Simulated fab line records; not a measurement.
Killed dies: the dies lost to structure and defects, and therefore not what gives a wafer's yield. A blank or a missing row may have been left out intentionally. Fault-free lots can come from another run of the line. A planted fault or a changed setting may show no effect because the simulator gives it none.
Chamber matching -- flow n5_finfet -- 4 sister chambers for N5_BEOL_M3_STRIP_66 on rie_diel-06
The step strips in CF4. 14 wafers are shown with their chamber, then 7 later ones without.

== WAFERS WITH THEIR CHAMBER ==
wafer,chamber,throttle_valve_pct (%),showerhead_plenum_p_Torr (Torr),oes_product_au (a.u.)
L077.4,2,13.75,1.82,0.82
L077.5,3,13.09,1.84,0.92
L077.6,0,13.70,1.84,0.69
L078.4,0,13.71,1.84,0.69
L078.5,2,13.78,1.82,0.81
L078.6,1,14.08,1.77,0.70
L081.1,2,13.80,1.82,0.80
L081.2,0,13.71,1.84,0.69
L081.3,3,13.12,1.83,0.90
L081.4,1,14.08,1.77,0.70
L081.5,2,13.79,1.82,0.81
L081.6,1,14.09,1.77,0.70
L086.1,3,13.13,1.83,0.88
L086.2,1,14.11,1.77,0.69

SIGNATURES, as means of the wafers listed above
reading,chamber 0,chamber 1,chamber 2,chamber 3,scatter within a chamber
throttle_valve_pct,13.7067,14.0900,13.7800,13.1133,0.0171
showerhead_plenum_p_Torr,1.8400,1.7700,1.8200,1.8333,0.00258
oes_product_au,0.6900,0.6975,0.8100,0.9000,0.0104
Rule: a wafer lies at a distance from a chamber equal to the root of the sum of squares, over the readings, of (its reading less the chamber's mean, divided by the reading's scatter). The wafer belongs to the nearest chamber; if the next one is less than 2 further off, it can't be placed. The scatter: the root of (the sum of the squares of (reading less its chamber's mean) over the shown wafers, divided by (wafers less chambers)).

== WAFERS WHOSE CHAMBER IS MISSING ==
wafer,throttle_valve_pct (%),showerhead_plenum_p_Torr (Torr),oes_product_au (a.u.)
L086.6,13.74,1.84,0.68
L095.2,13.83,1.82,0.78
L095.5,13.18,1.83,0.85
L095.6,13.84,1.82,0.78
L097.1,13.86,1.81,0.78
L097.2,13.21,1.83,0.91
L097.4,13.18,1.83,0.91

== CHAMBER TAKEN BY EACH ==
wafer,from the rows above,in truth
L086.6,0,0
L095.2,2,2
L095.5,3,3
L095.6,2,2
L097.1,2,2
L097.2,3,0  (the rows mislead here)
L097.4,3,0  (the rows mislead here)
Correct placement for 5 of the 7. From these rows, 0 cannot be placed. Wrongly placed: 2.
